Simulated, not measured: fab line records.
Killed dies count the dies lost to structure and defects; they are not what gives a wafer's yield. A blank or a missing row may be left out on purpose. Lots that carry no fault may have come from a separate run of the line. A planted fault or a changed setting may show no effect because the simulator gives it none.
Split-lot experiment ; flow n5 finfet ; route with 1938 steps; 7 lots, 21 wafers read

## ABOUT THE SPLIT
At N5_BEOL_M7_PECVD_70 (deposits SiO2 from TEOS/O2, target thk 20 nm, time 22.7 s), the setting temp c was moved away from the recipe's 400 C on 8 of the 21 wafers read, by +1.2% to +4.2%. The other wafers ran this setting at the recipe's value.

The reading comes from the split's own step.

## THE READING
SiO2_of_BEOL_M7_PECVD_70.thk nm (the simulator's own value, which no gauge read), in nm, at N5_BEOL_M7_PECVD_70 (deposits SiO2 from TEOS/O2, target thk 20 nm, time 22.7 s). No usual value for it is given in the file. Across the 13 wafers here that went through the recipe, the average is 20.1 nm and the standard deviation 0.24 nm.

wafer;tool, chamber at the split;temp c as run, C;against the recipe;SiO2_of_BEOL_M7_PECVD_70.thk nm, nm;against lot-mates on the recipe
L079.2;pecvd-02, 1,0;400;recipe;19.8;-
L079.5;pecvd-02, 1,0;400;recipe;19.8;-
L079.4;pecvd-02, 1;400;recipe;20;-
L081.3;pecvd-01, 1,0;409;+2.2%;18.6;-1.4
L081.5;pecvd-01, 1,0;409;+2.2%;18.6;-1.4
L081.4;pecvd-01, 2;400;recipe;20;-
L083.1;pecvd-01, 0;404.9;+1.2%;19;-1.4
L083.3;pecvd-01, 0;404.9;+1.2%;19.6;-0.8
L083.5;pecvd-01, 0;400;recipe;20.4;-
L082.1;pecvd-02, 2;400;recipe;20;-
L082.4;pecvd-02, 1,2;417;+4.2%;17.8;-2.2
L082.5;pecvd-02, 1,2;417;+4.2%;17.8;-2.2
L088.2;pecvd-04, 1;400;recipe;20.4;-
L088.3;pecvd-04, 0;400;recipe;19.8;-
L088.6;pecvd-04, 2;400;recipe;20.6;-
L089.4;pecvd-02, 1,2;400;recipe;20.2;-
L089.6;pecvd-02, 1,2;400;recipe;20.2;-
L089.5;pecvd-02, 0;416.7;+4.2%;17.8;-2.4
L091.3;pecvd-04, 2,0;400;recipe;20.2;-
L091.4;pecvd-04, 2,0;400;recipe;20.2;-
L091.6;pecvd-04, 2;414.9;+3.7%;18.4;-1.8
Where a row lists several chambers, the file gives one row for several wafers and doesn't say which wafer went through which chamber.

FIT RESULTS
A straight line over all 21 wafers: SiO2_of_BEOL_M7_PECVD_70.thk nm changes by -0.547 nm for each +1% of temp c; r = -0.96; the points scatter about the line by 0.26 nm.
The same after taking each lot's own level away (the mean of its wafers on the recipe; 21 wafers): -0.537 nm for each +1%; r = -0.97; scatter 0.23 nm.
On that fit, the largest move of temp c shifts the reading by 2.3 nm.
Measured against the standard deviation above, the lots' own levels, which go from 19.87 to 20.40 nm, span 2.2 times it.
Consequently the slope shifts little with the lot-to-lot level, the two slopes agreeing.
Check: -2.37 nm against its lot-mates is what the line predicts for one of the wafers moved furthest among these (+4.2%) when that wafer is left out of the fit. Against them it came out at -2.2 nm.

## OTHER SPLITS APPLIED TO THESE WAFERS
Before the reading, these wafers also passed through other splits. Each is held against what the fit with the lots' levels taken away leaves over:
other split on the same wafers;wafers away from the commonest value;r with SiO2_of_BEOL_M7_PECVD_70.thk nm (lot level and that fit taken away)
N5_BEOL_M4_COAT_68 spin rpm;8;-0.22
N5_BEOL_M4_DEP_57 time s;9;-0.30
N5_BEOL_M6_ETCH_61 bias w;8;-0.03
N5_BEOL_M6_COAT_71 spin rpm;6;+0.14

## THE FILE'S OWN FIT
SiO2_of_BEOL_M7_PECVD_70.thk nm changes by -0.547 nm for each +1% of temp c, r = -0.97.
